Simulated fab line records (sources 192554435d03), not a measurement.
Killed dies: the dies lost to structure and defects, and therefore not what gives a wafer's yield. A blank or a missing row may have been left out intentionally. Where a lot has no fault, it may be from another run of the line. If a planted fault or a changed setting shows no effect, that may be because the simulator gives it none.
Which of the tools did it?    flow n5Finfet    6 lots, 18 wafers sampled, at 2 steps of a route of 1938

WHAT THE GAUGES READ, wafer by wafer
N5_BEOL_M13_CD_MEAS_10 targets a cd of 190 nm.
lot   measured      on        cdNm (nm)
L390  day 11 18:34  cdSem-02  188.7 192.1 188.1
L393  day 12 03:47  cdSem-03  190.1 189.6 189.4
L394  day 12 13:04  cdSem-01  190.7 188.5 191.1
L399  day 14 04:28  cdSem-03  188.7 189.3 190.0
L404  day 15 06:09  cdSem-03  188.4 190.6 187.6
L408  day 16 09:52  cdSem-01  188.4 191.2 190.0

TOOL THAT RAN EACH LOT (tool first, then ch and the chambers of the sampled wafers, then the start)
lot   N5_BEOL_M12_ANNEAL_48
L390  rtpAnneal-01 ch 0, day 11 17:22
L393  rtpAnneal-01 ch 0, day 12 02:32
L394  rtpAnneal-02 ch 0, day 12 11:25
L399  rtpAnneal-02 ch 0, day 14 03:14
L404  rtpAnneal-02 ch 0, day 15 04:58
L408  rtpAnneal-02 ch 0, day 16 08:41
- N5_BEOL_M12_ANNEAL_48: time 90 s.

THE ANSWER, worked out from the rows above alone
Rule: what is usual is taken from the lots themselves. The widest of any qualifying gaps counts: lots, ordered by their means at a reading, are off when they make up no more than a third of the lots, leave a main group of 4 or more, and stand apart from it by 3 or more times the standard deviation of that group's means. The tables above print the reading to a certain number of digits; a main group whose means all agree to those digits is not used. Also off: a lot with no number at a reading for which 4 or more lots have one. Any other lot the step has rows for is counted as sound.
Across all readings shown, no lot is off: no conclusion can be drawn from this.

WHAT HAD BEEN PUT IN BY THE SIMULATOR
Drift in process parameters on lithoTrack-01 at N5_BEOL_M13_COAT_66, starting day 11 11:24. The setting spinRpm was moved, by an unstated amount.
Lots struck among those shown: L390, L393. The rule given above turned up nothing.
